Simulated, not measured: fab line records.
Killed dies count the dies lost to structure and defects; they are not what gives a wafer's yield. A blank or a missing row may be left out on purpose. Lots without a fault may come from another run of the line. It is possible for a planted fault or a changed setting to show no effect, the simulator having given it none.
What tool caused it?    flow n5_finfet    24 lots, 72 wafers sampled, at 5 steps of a route of 1938

## WHAT THE GAUGES READ, wafer by wafer
N5_BEOL_M12_CD_MEAS_17: target cd 140 nm. Usual: cd_nm 141.0 nm, standard deviation 1.5.
lot   measured      on         cd_nm (nm)         flag
L074  day 12 06:19  cd_sem-03  141.1 141.7 144.1  
L075  day 13 14:58  cd_sem-01  139.6 138.9 139.5  
L076  day 13 22:51  cd_sem-01  138.1 140.2 139.1  
L077  day 14 04:07  cd_sem-03  141.0 141.2 138.0  
L078  day 14 13:26  cd_sem-01  142.6 142.2 144.5  
L080  day 14 20:49  cd_sem-02  142.2 145.7 143.6  
L081  day 15 00:03  cd_sem-03  141.6 140.6 140.7  
L083  day 15 02:26  cd_sem-02  140.2 141.3 140.7  
L082  day 15 09:39  cd_sem-02  139.8 140.7 141.9  
L084  day 15 10:25  cd_sem-02  142.5 140.8 141.6  
L086  day 15 22:05  cd_sem-01  141.9 138.1 141.4  
L092  day 15 23:07  cd_sem-02  141.1 142.7 141.8  
L085  day 16 01:55  cd_sem-01  140.3 141.9 138.5  
L088  day 16 16:23  cd_sem-02  141.4 139.6 140.8  
L087  day 16 22:52  cd_sem-01  141.1 141.8 140.5  
L089  day 16 23:02  cd_sem-02  144.6 141.8 141.9  
L090  day 17 04:14  cd_sem-02  140.8 140.6 141.8  
L091  day 17 04:43  cd_sem-01  141.5 140.7 139.9  
L093  day 17 09:30  cd_sem-02  136.7 140.3 139.7  
L097  day 18 14:36  cd_sem-02  141.3 140.3 143.5  
L096  day 18 15:20  cd_sem-02  143.9 140.8 142.6  
L079  day 18 15:37  cd_sem-01  137.7 140.8 140.6  
L094  day 19 08:23  cd_sem-03  139.7 141.8 139.9  
L095  day 19 13:22  cd_sem-02  142.6 144.4 141.7  

N5_BEOL_M12_OCD_MEAS_35. Usual: trench_depth_nm 319 nm, standard deviation 4.5.
lot   measured      on      trench_depth_nm (nm)  flag
L074  day 12 07:19  ocd-01  315 310 311           
L075  day 13 15:54  ocd-02  319 318 319           
L076  day 13 23:55  ocd-02  326 314 318           
L077  day 14 05:03  ocd-02  317 317 320           
L078  day 14 14:22  ocd-01  314 315 317           
L080  day 14 21:56  ocd-01  321 320 319           
L081  day 15 00:59  ocd-01  325 320 326           
L083  day 15 03:34  ocd-01  317 314 316           
L082  day 15 10:58  ocd-02  320 322 316           
L084  day 15 11:26  ocd-02  318 320 324           
L086  day 15 23:10  ocd-01  312 322 321           
L092  day 16 00:14  ocd-01  326 319 312           
L085  day 16 02:51  ocd-02  313 311 312           
L088  day 16 17:27  ocd-01  319 319 314           
L087  day 16 23:53  ocd-01  319 315 318           
L089  day 17 00:01  ocd-01  321 312 321           
L090  day 17 05:22  ocd-01  314 316 311           
L091  day 17 05:39  ocd-02  320 324 313           
L093  day 17 10:27  ocd-02  320 320 324           
L097  day 18 15:47  ocd-02  312 317 318           
L096  day 18 16:16  ocd-01  320 323 322           
L079  day 18 16:40  ocd-01  321 318 316           
L094  day 19 09:19  ocd-02  325 322 316           
L095  day 19 14:26  ocd-01  317 317 323           

N5_BEOL_M12_INSPECT_55: inspects for defects (darkfield). Usual: raw_defect_count 72, standard deviation 24.
lot   measured      on                 raw_defect_count  flag
L074  day 12 11:34  defect_inspect-02  104 66 92         
L075  day 13 19:33  defect_inspect-01  55 93 61          
L076  day 14 02:31  defect_inspect-02  42 59 39          
L077  day 14 07:33  defect_inspect-01  106 64 78         
L078  day 14 20:16  defect_inspect-01  65 106 147        
L080  day 14 23:44  defect_inspect-02  55 47 33          
L081  day 15 06:08  defect_inspect-01  63 44 53          
L083  day 15 07:01  defect_inspect-02  43 56 71          
L082  day 15 13:53  defect_inspect-02  41 51 86          
L084  day 15 15:41  defect_inspect-02  65 54 54          
L086  day 16 02:19  defect_inspect-01  74 90 53          
L092  day 16 04:19  defect_inspect-01  63 59 50          
L085  day 16 11:55  defect_inspect-02  79 54 93          
L088  day 16 21:58  defect_inspect-01  92 94 76          
L087  day 17 02:41  defect_inspect-02  91 87 108         
L089  day 17 03:20  defect_inspect-01  98 80 75          
L090  day 17 09:32  defect_inspect-01  52 84 61          
L091  day 17 15:49  defect_inspect-02  62 73 63          
L093  day 17 17:32  defect_inspect-01  70 59 54          
L097  day 18 18:42  defect_inspect-02  75 37 41          
L096  day 18 19:20  defect_inspect-02  62 55 158         
L079  day 18 19:23  defect_inspect-01  49 62 61          
L094  day 19 12:16  defect_inspect-02  45 51 54          
L095  day 19 18:13  defect_inspect-01  95 126 141        

N5_BEOL_M13_INSPECT_30: inspects for defects (macro). Usual: raw_defect_count 2.1, standard deviation 1.5.
lot   measured      on                 raw_defect_count  flag
L074  day 12 13:04  defect_inspect-02  3 2 3             
L075  day 13 21:10  defect_inspect-01  3 1 0             
L076  day 14 05:27  defect_inspect-01  2 1 3             
L077  day 14 09:03  defect_inspect-01  1 1 2             
L078  day 14 22:01  defect_inspect-01  2 2 3             
L080  day 15 01:41  defect_inspect-02  2 3 1             
L081  day 15 07:46  defect_inspect-02  1 1 1             
L083  day 15 08:38  defect_inspect-01  4 0 0             
L082  day 15 15:44  defect_inspect-02  3 3 1             
L084  day 15 17:18  defect_inspect-02  1 3 1             
L086  day 16 03:57  defect_inspect-01  4 4 1             
L092  day 16 05:56  defect_inspect-01  0 1 3             
L085  day 16 13:38  defect_inspect-01  1 1 1             
L088  day 16 23:27  defect_inspect-02  3 4 4             
L087  day 17 04:34  defect_inspect-02  6 1 2             
L089  day 17 05:14  defect_inspect-02  1 3 2             
L090  day 17 11:12  defect_inspect-01  6 2 1             
L091  day 17 17:51  defect_inspect-01  4 0 2             
L093  day 17 19:21  defect_inspect-02  1 2 2             
L097  day 18 20:19  defect_inspect-02  1 3 2             
L096  day 18 21:05  defect_inspect-02  4 1 0             
L079  day 18 21:15  defect_inspect-01  1 5 1             
L094  day 19 13:50  defect_inspect-02  2 2 4             
L095  day 19 19:50  defect_inspect-02  3 3 1             

## EACH LOT AND THE TOOL THAT RAN IT (in order: tool; ch and the chambers of the sampled wafers; start)
lot   N5_BEOL_M12_SPUTTER_43
L074  pvd_sputter-03, day 12 10:19
L075  pvd_sputter-03, day 13 18:23
L076  pvd_sputter-02, day 14 01:20
L077  pvd_sputter-02, day 14 06:20
L078  pvd_sputter-02, day 14 19:05
L080  pvd_sputter-03, day 14 22:33
L081  pvd_sputter-02, day 15 04:59
L083  pvd_sputter-02, day 15 05:36
L082  pvd_sputter-01, day 15 12:31
L084  pvd_sputter-03, day 15 14:22
L086  pvd_sputter-01, day 16 00:58
L092  pvd_sputter-03, day 16 03:08
L085  pvd_sputter-03, day 16 10:13
L088  pvd_sputter-03, day 16 20:13
L087  pvd_sputter-02, day 17 01:29
L089  pvd_sputter-03, day 17 01:58
L090  pvd_sputter-03, day 17 08:17
L091  pvd_sputter-02, day 17 14:01
L093  pvd_sputter-03, day 17 16:15
L097  pvd_sputter-01, day 18 17:25
L096  pvd_sputter-02, day 18 17:55
L079  pvd_sputter-03, day 18 17:55
L094  pvd_sputter-01, day 19 10:58
L095  pvd_sputter-02, day 19 17:02
- N5_BEOL_M12_SPUTTER_43: material TaN, target thk 15 nm, time 24.19 s.

## AS READ BY THE TOOLS THEMSELVES (means over the sampled wafers that have a number; for cases with no such wafer, the mark the record gives instead)
N5_BEOL_M12_SPUTTER_43. Usual: throttle_valve_pct 29.8 %, standard deviation 1.1.
lot   tool            throttle_valve_pct (%)  flag
L074  pvd_sputter-03  29.8                    
L075  pvd_sputter-03  30.1                    
L076  pvd_sputter-02  29.1                    
L077  pvd_sputter-02  28.2                    
L078  pvd_sputter-02  30.4                    
L080  pvd_sputter-03  29.3                    
L081  pvd_sputter-02  29.2                    
L083  pvd_sputter-02  29.2                    
L082  pvd_sputter-01  29.9                    
L084  pvd_sputter-03  30.3                    
L086  pvd_sputter-01  29.9                    
L092  pvd_sputter-03  30.3                    
L085  pvd_sputter-03  30.0                    
L088  pvd_sputter-03  30.8                    
L087  pvd_sputter-02  29.5                    
L089  pvd_sputter-03  30.9                    
L090  pvd_sputter-03  29.9                    
L091  pvd_sputter-02  29.1                    
L093  pvd_sputter-03  29.2                    
L097  pvd_sputter-01  29.6                    
L096  pvd_sputter-02  30.2                    
L079  pvd_sputter-03  31.0                    
L094  pvd_sputter-01  29.3                    
L095  pvd_sputter-02  29.4                    

## THE ANSWER, worked out from the rows above alone
Rule: take the mean of a lot's wafers that have a number; if it is more than 3 standard deviations from the usual mean, the lot is off. Also off: a lot with no number at a reading for which 4 or more lots have one. Where the step has rows for the other lots, those lots are counted as sound. The gauges are gone through in route order, then the tools' own readings, and for those a lot's mean is taken as printed above. At the first step where some lot is off, the reading lying furthest off is the one used; lots without a number count as furthest.
None of the lots is off at any reading shown; this tells nothing.

## WHAT THE SIMULATOR PUT IN
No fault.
